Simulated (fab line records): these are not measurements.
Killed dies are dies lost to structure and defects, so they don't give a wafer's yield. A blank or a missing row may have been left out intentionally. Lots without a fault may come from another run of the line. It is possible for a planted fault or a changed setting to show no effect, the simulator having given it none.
fab line records / flow nandHarc
record lots=6 wafers=18 lastDay=24
route steps=1159 shown P_STI@76
lots with no fault: from the same line, run without faults
startH: the number of hours between the record's first day and the start of the first shown wafer of the lot / waitH: hours elapsed since this lot's preceding step / " unchanged from the row above / L1.1+2: one row covering several wafers at once / - either no value or no given start / * or withheld: withheld / < > ~ a bound
route shown NAME@n: names a module that has steps shown in the file, with the first one's number in the route / usual: mean/standard deviation of fault-free wafers / same: alike in all rows / chamber/n: place in a boat / sites: the reading at each site / _std_site: standard deviation across them / _edge_site: mean of outer sites minus mean of inner sites / radiusMm: for every site, how far away it sits from the centre of the wafer / mask NAME#n: copy n / behind: the last tool/chamber to shape the wafer / hold: why the lot went on hold/how many hours it stayed there/how the hold came to an end / device: the transistor (n, p or np) that didn't switch / end of line: tests of these same wafers at the route's end / a step with no rows: only its recipe / killed: count of dies lost to structure and defects at first sort (not the wafer's yield) / map: a wafer's dies, marking killed ones x, the rest . and places with no die _
set.NAME: the run value of the setting; set.NAME@STEP: its run value at that earlier step / model.NAME: the simulator's own value behind a step, which no gauge read
lots at selected steps of the route; one table per step, one row per wafer
services: when a tool's chamber went out of use (startH, in hours from the record's first day, below 0 if earlier), for how many hours, and the reason
## steps
# step NHARC_P_STI_COAT_41
# recipe tempC=200 timeS=65
# step NHARC_P_STI_COAT_03
# recipe spinRpm=2000 resistThkNm=600
# step NHARC_P_STI_SOFTBAKE_04
# recipe tempC=125 timeS=70
# step NHARC_P_STI_EBR_05
# step NHARC_P_STI_EXPOSE_06
# recipe na=0.55 targetCdNm=200 doseMj=37.69 maskId=P_STI
# step NHARC_P_STI_PEB_07
# recipe pebTempC=128 pebTimeS=80
# step NHARC_P_STI_DEVELOP_08
# recipe timeS=50 devTempC=22
# step NHARC_P_STI_CD_MEAS_09
# recipe targetCdNm=200 landingEnergyEv=500
# usual cdNm=198.5/2.9
lot.wafer=L877.3 tool=cdSem-01 chamber=0 startH=50.54 waitH=- cdNm=202.4
lot.wafer=L877.4 tool=cdSem-01 chamber=0 startH=50.54 waitH=- cdNm=199.9
lot.wafer=L877.5 tool=cdSem-01 chamber=0 startH=50.54 waitH=- cdNm=198.1
lot.wafer=L878.1 tool=cdSem-03 chamber=0 startH=61.40 waitH=- cdNm=195.2
lot.wafer=L878.2 tool=cdSem-03 chamber=0 startH=61.40 waitH=- cdNm=199.1
lot.wafer=L878.5 tool=cdSem-03 chamber=0 startH=61.40 waitH=- cdNm=198.0
lot.wafer=L887.4 tool=cdSem-01 chamber=0 startH=114.38 waitH=- cdNm=198.4
lot.wafer=L887.5 tool=cdSem-01 chamber=0 startH=114.38 waitH=- cdNm=202.1
lot.wafer=L887.6 tool=cdSem-01 chamber=0 startH=114.38 waitH=- cdNm=198.4
lot.wafer=L889.1 tool=cdSem-02 chamber=0 startH=130.15 waitH=- cdNm=196.2
lot.wafer=L889.2 tool=cdSem-02 chamber=0 startH=130.15 waitH=- cdNm=200.9
lot.wafer=L889.4 tool=cdSem-02 chamber=0 startH=130.15 waitH=- cdNm=193.7
lot.wafer=L893.2 tool=cdSem-01 chamber=0 startH=148.88 waitH=- cdNm=198.5
lot.wafer=L893.5 tool=cdSem-01 chamber=0 startH=148.88 waitH=- cdNm=200.2
lot.wafer=L893.6 tool=cdSem-01 chamber=0 startH=148.88 waitH=- cdNm=195.7
lot.wafer=L895.1 tool=cdSem-01 chamber=0 startH=160.84 waitH=- cdNm=194.5
lot.wafer=L895.2 tool=cdSem-01 chamber=0 startH=160.84 waitH=- cdNm=195.3
lot.wafer=L895.4 tool=cdSem-01 chamber=0 startH=160.84 waitH=- cdNm=195.2
# step NHARC_P_STI_OVL_MEAS_10
# usual overlayXNm=0/6.8 overlayYNm=1/5.4
lot.wafer=L877.3 tool=overlay-01 chamber=- startH=50.62 waitH=- overlayXNm=-5 overlayYNm=3
lot.wafer=L877.4 tool=overlay-01 chamber=- startH=50.62 waitH=- overlayXNm=-5 overlayYNm=3
lot.wafer=L877.5 tool=overlay-01 chamber=- startH=50.62 waitH=- overlayXNm=-5 overlayYNm=3
lot.wafer=L878.1 tool=overlay-01 chamber=- startH=61.49 waitH=- overlayXNm=8 overlayYNm=-4
lot.wafer=L878.2 tool=overlay-01 chamber=- startH=61.49 waitH=- overlayXNm=9 overlayYNm=-3
lot.wafer=L878.5 tool=overlay-01 chamber=- startH=61.49 waitH=- overlayXNm=8 overlayYNm=-4
lot.wafer=L887.4 tool=overlay-01 chamber=- startH=114.46 waitH=- overlayXNm=-10 overlayYNm=-1
lot.wafer=L887.5 tool=overlay-01 chamber=- startH=114.46 waitH=- overlayXNm=-9 overlayYNm=-1
lot.wafer=L887.6 tool=overlay-01 chamber=- startH=114.46 waitH=- overlayXNm=-10 overlayYNm=-2
lot.wafer=L889.1 tool=overlay-01 chamber=- startH=130.24 waitH=- overlayXNm=-3 overlayYNm=4
lot.wafer=L889.2 tool=overlay-01 chamber=- startH=130.24 waitH=- overlayXNm=-4 overlayYNm=3
lot.wafer=L889.4 tool=overlay-01 chamber=- startH=130.24 waitH=- overlayXNm=-4 overlayYNm=4
lot.wafer=L893.2 tool=overlay-01 chamber=- startH=148.96 waitH=- overlayXNm=1 overlayYNm=-8
lot.wafer=L893.5 tool=overlay-01 chamber=- startH=148.96 waitH=- overlayXNm=1 overlayYNm=-8
lot.wafer=L893.6 tool=overlay-01 chamber=- startH=148.96 waitH=- overlayXNm=1 overlayYNm=-8
lot.wafer=L895.1 tool=overlay-01 chamber=- startH=160.92 waitH=- overlayXNm=3 overlayYNm=-9
lot.wafer=L895.2 tool=overlay-01 chamber=- startH=160.92 waitH=- overlayXNm=3 overlayYNm=-10
lot.wafer=L895.4 tool=overlay-01 chamber=- startH=160.92 waitH=- overlayXNm=4 overlayYNm=-10
# step NHARC_P_STI_INSPECT_11
# usual rawDefectCount=5.3/2.8
lot.wafer=L877.3 tool=defectInspect-02 chamber=- startH=50.66 waitH=0.0 rawDefectCount=7
lot.wafer=L877.4 tool=defectInspect-02 chamber=- startH=50.66 waitH=0.0 rawDefectCount=7
lot.wafer=L877.5 tool=defectInspect-02 chamber=- startH=50.66 waitH=0.0 rawDefectCount=4
lot.wafer=L878.1 tool=defectInspect-01 chamber=- startH=61.53 waitH=0.0 rawDefectCount=3
lot.wafer=L878.2 tool=defectInspect-01 chamber=- startH=61.53 waitH=0.0 rawDefectCount=3
lot.wafer=L878.5 tool=defectInspect-01 chamber=- startH=61.53 waitH=0.0 rawDefectCount=2
lot.wafer=L887.4 tool=defectInspect-02 chamber=- startH=114.50 waitH=0.0 rawDefectCount=3
lot.wafer=L887.5 tool=defectInspect-02 chamber=- startH=114.50 waitH=0.0 rawDefectCount=6
lot.wafer=L887.6 tool=defectInspect-02 chamber=- startH=114.50 waitH=0.0 rawDefectCount=7
lot.wafer=L889.1 tool=defectInspect-02 chamber=- startH=130.28 waitH=0.0 rawDefectCount=4
lot.wafer=L889.2 tool=defectInspect-02 chamber=- startH=130.28 waitH=0.0 rawDefectCount=3
lot.wafer=L889.4 tool=defectInspect-02 chamber=- startH=130.28 waitH=0.0 rawDefectCount=4
lot.wafer=L893.2 tool=defectInspect-01 chamber=- startH=149.00 waitH=0.0 rawDefectCount=5
lot.wafer=L893.5 tool=defectInspect-01 chamber=- startH=149.00 waitH=0.0 rawDefectCount=2
lot.wafer=L893.6 tool=defectInspect-01 chamber=- startH=149.00 waitH=0.0 rawDefectCount=4
lot.wafer=L895.1 tool=defectInspect-02 chamber=- startH=160.96 waitH=0.0 rawDefectCount=5
lot.wafer=L895.2 tool=defectInspect-02 chamber=- startH=160.96 waitH=0.0 rawDefectCount=8
lot.wafer=L895.4 tool=defectInspect-02 chamber=- startH=160.96 waitH=0.0 rawDefectCount=8
# step NHARC_P_STI_HARDBAKE_13
# recipe tempC=118 timeS=65
# step NHARC_P_STI_DESCUM_14
# recipe timeS=3 o2FlowSccm=200 arFlowSccm=0 biasPowerW=0 chemistry=O2
# usual drypumpMotorCurrentA=5.6/0.54 o2FlowSccm=200.0/0.63 oesProductAu=0.996/0.013 rfVppV=57.8/0.84 showerheadPlenumPTorr=1.91/0.08 throttleValvePct=11.312/0.0088
lot.wafer=L877.3 tool=rieDiel-08 chamber=3 startH=50.80 waitH=- drypumpMotorCurrentA=5.7 o2FlowSccm=200.3 oesProductAu=1.005 rfHoursCounterH=5.5 rfVppV=57.6 showerheadPlenumPTorr=1.93 throttleValvePct=11.316
lot.wafer=L877.5 tool=rieDiel-08 chamber=2 startH=50.80 waitH=- drypumpMotorCurrentA=5.7 o2FlowSccm=200.0 oesProductAu=0.990 rfHoursCounterH=- rfVppV=56.0 showerheadPlenumPTorr=1.84 throttleValvePct=11.306
lot.wafer=L877.4 tool=rieDiel-08 chamber=0 startH=50.80 waitH=- drypumpMotorCurrentA=5.8 o2FlowSccm=200.4 oesProductAu=0.985 rfHoursCounterH=- rfVppV=57.3 showerheadPlenumPTorr=1.93 throttleValvePct=11.326
lot.wafer=L878.1 tool=rieDiel-08 chamber=2 startH=61.66 waitH=- drypumpMotorCurrentA=5.7 o2FlowSccm=200.6 oesProductAu=0.989 rfHoursCounterH=6.7 rfVppV=56.5 showerheadPlenumPTorr=1.84 throttleValvePct=11.317
lot.wafer=L878.2 tool=rieDiel-08 chamber=0 startH=61.66 waitH=- drypumpMotorCurrentA=5.8 o2FlowSccm=198.7 oesProductAu=0.974 rfHoursCounterH=5.7 rfVppV=60.3 showerheadPlenumPTorr=1.93 throttleValvePct=11.316
lot.wafer=L878.5 tool=rieDiel-08 chamber=2 startH=61.66 waitH=- drypumpMotorCurrentA=5.7 o2FlowSccm=200.4 oesProductAu=0.997 rfHoursCounterH=- rfVppV=57.2 showerheadPlenumPTorr=1.84 throttleValvePct=11.318
lot.wafer=L887.4 tool=rieDiel-08 chamber=2 startH=114.64 waitH=- drypumpMotorCurrentA=5.7 o2FlowSccm=200.5 oesProductAu=1.001 rfHoursCounterH=10.0 rfVppV=58.7 showerheadPlenumPTorr=1.84 throttleValvePct=11.330
lot.wafer=L887.6 tool=rieDiel-08 chamber=1 startH=114.64 waitH=- drypumpMotorCurrentA=5.8 o2FlowSccm=200.3 oesProductAu=0.991 rfHoursCounterH=- rfVppV=57.5 showerheadPlenumPTorr=1.81 throttleValvePct=11.313
lot.wafer=L887.5 tool=rieDiel-08 chamber=2 startH=114.64 waitH=- drypumpMotorCurrentA=5.7 o2FlowSccm=200.0 oesProductAu=0.996 rfHoursCounterH=- rfVppV=57.1 showerheadPlenumPTorr=1.84 throttleValvePct=11.307
lot.wafer=L889.1 tool=rieDiel-12 chamber=3 startH=130.41 waitH=- drypumpMotorCurrentA=6.2 o2FlowSccm=199.8 oesProductAu=0.994 rfHoursCounterH=2.6 rfVppV=58.0 showerheadPlenumPTorr=2.07 throttleValvePct=11.319
lot.wafer=L889.2 tool=rieDiel-12 chamber=0 startH=130.41 waitH=- drypumpMotorCurrentA=5.1 o2FlowSccm=200.6 oesProductAu=1.006 rfHoursCounterH=2.5 rfVppV=57.1 showerheadPlenumPTorr=1.98 throttleValvePct=11.296
lot.wafer=L889.4 tool=rieDiel-12 chamber=3 startH=130.41 waitH=- drypumpMotorCurrentA=6.2 o2FlowSccm=199.2 oesProductAu=0.994 rfHoursCounterH=- rfVppV=58.4 showerheadPlenumPTorr=2.07 throttleValvePct=11.300
lot.wafer=L893.2 tool=rieDiel-08 chamber=0 startH=149.16 waitH=- drypumpMotorCurrentA=5.8 o2FlowSccm=199.6 oesProductAu=0.964 rfHoursCounterH=0.6 rfVppV=57.9 showerheadPlenumPTorr=1.93 throttleValvePct=11.313
lot.wafer=L893.5 tool=rieDiel-08 chamber=1 startH=149.16 waitH=- drypumpMotorCurrentA=5.8 o2FlowSccm=200.3 oesProductAu=0.994 rfHoursCounterH=- rfVppV=57.5 showerheadPlenumPTorr=1.81 throttleValvePct=11.319
lot.wafer=L893.6 tool=rieDiel-08 chamber=2 startH=149.16 waitH=- drypumpMotorCurrentA=5.7 o2FlowSccm=200.3 oesProductAu=0.982 rfHoursCounterH=- rfVppV=59.3 showerheadPlenumPTorr=1.84 throttleValvePct=11.311
lot.wafer=L895.2 tool=rieDiel-12 chamber=0 startH=161.09 waitH=- drypumpMotorCurrentA=5.1 o2FlowSccm=200.7 oesProductAu=1.017 rfHoursCounterH=3.2 rfVppV=59.4 showerheadPlenumPTorr=1.98 throttleValvePct=11.315
lot.wafer=L895.4 tool=rieDiel-12 chamber=2 startH=161.09 waitH=- drypumpMotorCurrentA=4.7 o2FlowSccm=200.0 oesProductAu=0.995 rfHoursCounterH=3.3 rfVppV=58.3 showerheadPlenumPTorr=1.90 throttleValvePct=11.301
lot.wafer=L895.1 tool=rieDiel-12 chamber=3 startH=161.09 waitH=- drypumpMotorCurrentA=6.2 o2FlowSccm=201.0 oesProductAu=0.989 rfHoursCounterH=3.3 rfVppV=58.4 showerheadPlenumPTorr=2.07 throttleValvePct=11.302
# step NHARC_P_STI_ETCH_42
# recipe targetDepthA=800 overetchA=240 timeS=61 ionEnergyEv=200 n2FlowSccm=150 h2FlowSccm=150 arFlowSccm=0 rfW=400 biasW=150 chemistry=N2/H2
# usual drypumpMotorCurrentA=5.6/0.52 oesProductAu=0.997/0.012 rfVppV=430.5/2.4 showerheadPlenumPTorr=2.04/0.085 throttleValvePct=14.172/0.0095
lot.wafer=L877.3 tool=rieDiel-08 chamber=3 startH=51.30 waitH=0.5 drypumpMotorCurrentA=5.7 oesProductAu=1.007 rfHoursCounterH=5.6 rfVppV=432.3 showerheadPlenumPTorr=2.06 throttleValvePct=14.166
lot.wafer=L877.5 tool=rieDiel-08 chamber=2 startH=51.30 waitH=0.5 drypumpMotorCurrentA=5.7 oesProductAu=0.983 rfHoursCounterH=- rfVppV=427.6 showerheadPlenumPTorr=1.96 throttleValvePct=14.173
lot.wafer=L877.4 tool=rieDiel-08 chamber=0 startH=51.30 waitH=0.5 drypumpMotorCurrentA=5.8 oesProductAu=0.979 rfHoursCounterH=- rfVppV=430.0 showerheadPlenumPTorr=2.06 throttleValvePct=14.162
lot.wafer=L878.2 tool=rieDiel-08 chamber=0 startH=61.75 waitH=0.1 drypumpMotorCurrentA=5.8 oesProductAu=0.971 rfHoursCounterH=5.7 rfVppV=430.6 showerheadPlenumPTorr=2.06 throttleValvePct=14.180
lot.wafer=L878.1 tool=rieDiel-08 chamber=2 startH=61.75 waitH=0.1 drypumpMotorCurrentA=5.7 oesProductAu=0.994 rfHoursCounterH=6.7 rfVppV=428.3 showerheadPlenumPTorr=1.96 throttleValvePct=14.176
lot.wafer=L878.5 tool=rieDiel-08 chamber=0 startH=61.75 waitH=0.1 drypumpMotorCurrentA=5.8 oesProductAu=0.984 rfHoursCounterH=- rfVppV=431.8 showerheadPlenumPTorr=2.06 throttleValvePct=14.178
lot.wafer=L887.4 tool=rieDiel-08 chamber=1 startH=114.73 waitH=0.1 drypumpMotorCurrentA=5.7 oesProductAu=0.900 rfHoursCounterH=8.6 rfVppV=428.4 showerheadPlenumPTorr=1.92 throttleValvePct=14.184
lot.wafer=L887.5 tool=rieDiel-08 chamber=3 startH=114.73 waitH=0.1 drypumpMotorCurrentA=5.7 oesProductAu=1.005 rfHoursCounterH=- rfVppV=432.9 showerheadPlenumPTorr=2.06 throttleValvePct=14.178
lot.wafer=L887.6 tool=rieDiel-08 chamber=0 startH=114.73 waitH=0.1 drypumpMotorCurrentA=5.8 oesProductAu=0.901 rfHoursCounterH=- rfVppV=431.0 showerheadPlenumPTorr=2.06 throttleValvePct=14.171
lot.wafer=L889.2 tool=rieDiel-12 chamber=0 startH=130.52 waitH=0.1 drypumpMotorCurrentA=5.1 oesProductAu=1.019 rfHoursCounterH=2.5 rfVppV=431.9 showerheadPlenumPTorr=2.11 throttleValvePct=14.175
lot.wafer=L889.1 tool=rieDiel-12 chamber=3 startH=130.52 waitH=0.1 drypumpMotorCurrentA=6.2 oesProductAu=1.004 rfHoursCounterH=2.6 rfVppV=432.9 showerheadPlenumPTorr=2.21 throttleValvePct=14.170
lot.wafer=L889.4 tool=rieDiel-12 chamber=3 startH=130.52 waitH=0.1 drypumpMotorCurrentA=6.2 oesProductAu=0.994 rfHoursCounterH=- rfVppV=435.3 showerheadPlenumPTorr=2.21 throttleValvePct=14.188
lot.wafer=L893.2 tool=rieDiel-08 chamber=2 startH=149.24 waitH=0.1 drypumpMotorCurrentA=5.7 oesProductAu=0.913 rfHoursCounterH=0.8 rfVppV=429.0 showerheadPlenumPTorr=1.96 throttleValvePct=14.162
lot.wafer=L893.5 tool=rieDiel-08 chamber=1 startH=149.24 waitH=0.1 drypumpMotorCurrentA=5.8 oesProductAu=0.990 rfHoursCounterH=- rfVppV=428.1 showerheadPlenumPTorr=1.92 throttleValvePct=14.185
lot.wafer=L893.6 tool=rieDiel-08 chamber=0 startH=149.24 waitH=0.1 drypumpMotorCurrentA=5.8 oesProductAu=0.903 rfHoursCounterH=- rfVppV=430.2 showerheadPlenumPTorr=2.05 throttleValvePct=14.172
lot.wafer=L895.4 tool=rieDiel-12 chamber=1 startH=161.18 waitH=0.1 drypumpMotorCurrentA=5.2 oesProductAu=0.984 rfHoursCounterH=3.1 rfVppV=433.9 showerheadPlenumPTorr=2.14 throttleValvePct=14.179
lot.wafer=L895.1 tool=rieDiel-12 chamber=2 startH=161.18 waitH=0.1 drypumpMotorCurrentA=4.7 oesProductAu=1.005 rfHoursCounterH=3.3 rfVppV=430.4 showerheadPlenumPTorr=2.03 throttleValvePct=14.166
lot.wafer=L895.2 tool=rieDiel-12 chamber=0 startH=161.18 waitH=0.1 drypumpMotorCurrentA=5.1 oesProductAu=1.017 rfHoursCounterH=3.2 rfVppV=431.2 showerheadPlenumPTorr=2.11 throttleValvePct=14.172
# step NHARC_P_STI_ETCH_31
# recipe targetDepthA=1089 timeS=54.5 cf4FlowSccm=100 chf3FlowSccm=30 arFlowSccm=0 rfW=500 biasW=200 chemistry=CF4/CHF3
# usual drypumpMotorCurrentA=5.6/0.54 oesProductAu=0.959/0.019 rfVppV=370.4/2.2 showerheadPlenumPTorr=1.57/0.062 throttleValvePct=16.802/0.01
lot.wafer=L877.3 tool=rieDiel-08 chamber=2 startH=- waitH=- drypumpMotorCurrentA=5.7 oesProductAu=0.937 rfHoursCounterH=6.5 rfVppV=370.7 showerheadPlenumPTorr=1.52 throttleValvePct=16.793
lot.wafer=L877.5 tool=rieDiel-08 chamber=2 startH=- waitH=- drypumpMotorCurrentA=5.7 oesProductAu=0.930 rfHoursCounterH=- rfVppV=369.6 showerheadPlenumPTorr=1.52 throttleValvePct=16.797
lot.wafer=L877.4 tool=rieDiel-08 chamber=3 startH=- waitH=- drypumpMotorCurrentA=5.7 oesProductAu=0.957 rfHoursCounterH=- rfVppV=371.0 showerheadPlenumPTorr=1.59 throttleValvePct=16.809
lot.wafer=L878.2 tool=rieDiel-08 chamber=2 startH=- waitH=- drypumpMotorCurrentA=5.7 oesProductAu=0.952 rfHoursCounterH=6.7 rfVppV=368.3 showerheadPlenumPTorr=1.52 throttleValvePct=16.802
lot.wafer=L878.1 tool=rieDiel-08 chamber=1 startH=- waitH=- drypumpMotorCurrentA=5.8 oesProductAu=0.955 rfHoursCounterH=5.7 rfVppV=366.8 showerheadPlenumPTorr=1.49 throttleValvePct=16.782
lot.wafer=L878.5 tool=rieDiel-08 chamber=3 startH=- waitH=- drypumpMotorCurrentA=5.7 oesProductAu=0.971 rfHoursCounterH=- rfVppV=370.7 showerheadPlenumPTorr=1.59 throttleValvePct=16.811
lot.wafer=L887.4 tool=rieDiel-08 chamber=0 startH=- waitH=- drypumpMotorCurrentA=5.8 oesProductAu=0.958 rfHoursCounterH=8.6 rfVppV=371.7 showerheadPlenumPTorr=1.58 throttleValvePct=16.794
lot.wafer=L887.5 tool=rieDiel-08 chamber=0 startH=- waitH=- drypumpMotorCurrentA=5.9 oesProductAu=0.952 rfHoursCounterH=- rfVppV=372.3 showerheadPlenumPTorr=1.58 throttleValvePct=16.805
lot.wafer=L887.6 tool=rieDiel-08 chamber=1 startH=- waitH=- drypumpMotorCurrentA=5.8 oesProductAu=0.944 rfHoursCounterH=- rfVppV=368.3 showerheadPlenumPTorr=1.49 throttleValvePct=16.786
lot.wafer=L889.2 tool=rieDiel-12 chamber=3 startH=- waitH=- drypumpMotorCurrentA=6.2 oesProductAu=0.960 rfHoursCounterH=2.6 rfVppV=374.5 showerheadPlenumPTorr=1.70 throttleValvePct=16.808
lot.wafer=L889.1 tool=rieDiel-12 chamber=0 startH=- waitH=- drypumpMotorCurrentA=5.0 oesProductAu=0.971 rfHoursCounterH=2.6 rfVppV=372.2 showerheadPlenumPTorr=1.62 throttleValvePct=16.808
lot.wafer=L889.4 tool=rieDiel-12 chamber=3 startH=- waitH=- drypumpMotorCurrentA=6.2 oesProductAu=0.968 rfHoursCounterH=- rfVppV=375.4 showerheadPlenumPTorr=1.70 throttleValvePct=16.825
lot.wafer=L893.2 tool=rieDiel-08 chamber=1 startH=- waitH=- drypumpMotorCurrentA=5.8 oesProductAu=0.954 rfHoursCounterH=0.9 rfVppV=368.5 showerheadPlenumPTorr=1.49 throttleValvePct=16.809
lot.wafer=L893.5 tool=rieDiel-08 chamber=1 startH=- waitH=- drypumpMotorCurrentA=5.8 oesProductAu=0.955 rfHoursCounterH=- rfVppV=366.9 showerheadPlenumPTorr=1.49 throttleValvePct=16.798
lot.wafer=L893.6 tool=rieDiel-08 chamber=0 startH=- waitH=- drypumpMotorCurrentA=5.8 oesProductAu=0.940 rfHoursCounterH=- rfVppV=369.7 showerheadPlenumPTorr=1.58 throttleValvePct=16.818
lot.wafer=L895.4 tool=rieDiel-12 chamber=1 startH=- waitH=- drypumpMotorCurrentA=5.2 oesProductAu=0.912 rfHoursCounterH=3.1 rfVppV=373.3 showerheadPlenumPTorr=1.65 throttleValvePct=16.801
lot.wafer=L895.1 tool=rieDiel-12 chamber=2 startH=- waitH=- drypumpMotorCurrentA=4.7 oesProductAu=0.918 rfHoursCounterH=3.3 rfVppV=371.3 showerheadPlenumPTorr=1.56 throttleValvePct=16.819
lot.wafer=L895.2 tool=rieDiel-12 chamber=3 startH=- waitH=- drypumpMotorCurrentA=6.2 oesProductAu=0.914 rfHoursCounterH=3.3 rfVppV=373.8 showerheadPlenumPTorr=1.70 throttleValvePct=16.800
## services
tool=rieDiel-08 chamber=0 startH=30.30 hours=- kind=clean
tool=rieDiel-08 chamber=1 startH=30.30 hours=- kind=clean
tool=rieDiel-08 chamber=2 startH=30.30 hours=- kind=clean
tool=rieDiel-08 chamber=3 startH=30.30 hours=- kind=clean
tool=rieDiel-08 chamber=1 startH=42.46 hours=10.0 kind=repair
tool=rieDiel-08 chamber=0 startH=54.80 hours=- kind=clean
tool=rieDiel-08 chamber=1 startH=54.80 hours=- kind=clean
tool=rieDiel-08 chamber=2 startH=54.80 hours=- kind=clean
tool=rieDiel-08 chamber=3 startH=54.80 hours=- kind=clean
tool=rieDiel-08 chamber=0 startH=79.30 hours=- kind=clean
tool=rieDiel-08 chamber=1 startH=79.30 hours=- kind=clean
tool=rieDiel-08 chamber=2 startH=79.30 hours=- kind=clean
tool=rieDiel-08 chamber=3 startH=79.30 hours=- kind=clean
tool=rieDiel-08 chamber=0 startH=103.80 hours=- kind=clean
tool=rieDiel-08 chamber=1 startH=103.80 hours=- kind=clean
tool=rieDiel-08 chamber=2 startH=103.80 hours=- kind=clean
tool=rieDiel-08 chamber=3 startH=103.80 hours=- kind=clean
tool=rieDiel-08 chamber=2 startH=115.89 hours=8.2 kind=repair
tool=rieDiel-08 chamber=- startH=124.80 hours=9.0 kind=pm
tool=rieDiel-08 chamber=0 startH=124.80 hours=9.0 kind=ventCycle
tool=rieDiel-08 chamber=1 startH=124.80 hours=9.0 kind=ventCycle
tool=rieDiel-08 chamber=2 startH=124.80 hours=9.0 kind=ventCycle
tool=rieDiel-12 chamber=1 startH=128.76 hours=3.5 kind=repair
tool=rieDiel-08 chamber=3 startH=145.91 hours=6.7 kind=repair
## key
firstSign step=NHARC_P_STI_ETCH_42 reading=oesProductAu direction=down sigmas=7.8 usual=0.997 struck=0.904
effect none on later readings
metAt NHARC_P_STI_ETCH_42
struckWafers L887.4,L887.6,L893.2,L893.6
testerLeftOut L887,L893
onsetBetween 61.75 114.73
fault kind=processParameterDrift tool=rieDiel-08 chamber=- onsetH=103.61 steps=NHARC_P_STI_ETCH_42 channel=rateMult offset=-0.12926 shape=step endH=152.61 scope=struckWafersOnly
# testerLeftOut: of these lots the tester's yield and bins aren't shown, on N5 and GAA mostly nor the transistor test; their killed dies are dies lost to structure and defects alone, not to doping, threshold or leakage, so they don't give the yield
